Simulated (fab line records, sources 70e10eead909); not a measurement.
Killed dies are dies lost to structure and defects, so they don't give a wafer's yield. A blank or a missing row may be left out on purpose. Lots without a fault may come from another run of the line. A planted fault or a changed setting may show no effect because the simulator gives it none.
Chamber matching | flow nand_harc | NHARC_A_ZERO_WELL_DESCUM_12 on rie_diel-11: 4 sister chambers
The step chemistry O2, time 3 s. 20 wafers are shown with their chamber, then 10 later ones without.

WAFERS WITH THEIR CHAMBER
wafer  | chamber | showerhead_plenum_p_Torr (Torr) | drypump_motor_current_A (A) | throttle_valve_pct (%)
L076.2 | 1       | 1.88                            | 6.1                         | 11.313
L076.3 | 3       | 1.82                            | 5.7                         | 11.320
L076.5 | 0       | 1.81                            | 5.5                         | 11.291
L076.1 | 0       | 1.81                            | 5.5                         | 11.309
L076.4 | 2       | 1.91                            | 5.6                         | 11.313
L076.6 | 3       | 1.82                            | 5.7                         | 11.308
L080.1 | 3       | 1.82                            | 5.7                         | 11.310
L080.4 | 1       | 1.88                            | 6.2                         | 11.301
L080.5 | 1       | 1.88                            | 6.1                         | 11.326
L083.3 | 1       | 1.88                            | 6.1                         | 11.314
L083.5 | 0       | 1.81                            | 5.5                         | 11.308
L083.6 | 1       | 1.88                            | 6.1                         | 11.320
L084.1 | 1       | 1.88                            | 6.1                         | 11.308
L084.3 | 3       | 1.82                            | 5.6                         | 11.320
L084.6 | 2       | 1.91                            | 5.6                         | 11.300
L084.2 | 0       | 1.81                            | 5.5                         | 11.308
L084.4 | 2       | 1.91                            | 5.6                         | 11.310
L084.5 | 1       | 1.88                            | 6.1                         | 11.298
L088.2 | 3       | 1.82                            | 5.7                         | 11.315
L088.4 | 1       | 1.87                            | 6.1                         | 11.317

SIGNATURES (means of the wafers above)
reading                  | chamber 0 | chamber 1 | chamber 2 | chamber 3 | scatter within a chamber
showerhead_plenum_p_Torr | 1.8100    | 1.8787    | 1.9100    | 1.8200    | 0.00234
drypump_motor_current_A  | 5.500     | 6.112     | 5.600     | 5.680     | 0.0324
throttle_valve_pct       | 11.30400  | 11.31212  | 11.30767  | 11.31460  | 0.00816
Rule: a wafer's distance from a chamber is the root of the sum, over the readings, of the square of ((its reading less the chamber's mean) divided by the reading's scatter). The wafer belongs to the nearest chamber; if the next one is less than 2 further off, it can't be placed. The scatter: the root of (the sum of the squares of (reading less its chamber's mean) over the shown wafers, divided by (wafers less chambers)).

WAFERS WITHOUT THEIR CHAMBER
wafer  | showerhead_plenum_p_Torr (Torr) | drypump_motor_current_A (A) | throttle_valve_pct (%)
L088.5 | 1.87                            | 6.1                         | 11.321
L089.1 | 1.90                            | 5.6                         | 11.318
L089.2 | 1.82                            | 5.7                         | 11.315
L089.5 | 1.82                            | 5.7                         | 11.305
L089.3 | 1.87                            | 6.1                         | 11.294
L089.4 | 1.81                            | 5.5                         | 11.296
L089.6 | 1.91                            | 5.6                         | 11.332
L095.2 | 1.82                            | 5.7                         | 11.321
L095.5 | 1.82                            | 5.6                         | 11.326
L095.6 | 1.80                            | 5.5                         | 11.310

WHICH CHAMBER EACH WENT THROUGH
wafer  | from the rows above | in truth
L088.5 | 1                   | 1
L089.1 | 2                   | 2
L089.2 | 3                   | 3
L089.5 | 3                   | 3
L089.3 | 1                   | 1
L089.4 | 0                   | 0
L089.6 | 2                   | 2
L095.2 | 3                   | 3
L095.5 | 3                   | 3
L095.6 | 0                   | 0
Placed correctly: 10 of 10. Can't be placed from these rows: 0. Placed wrongly: 0.
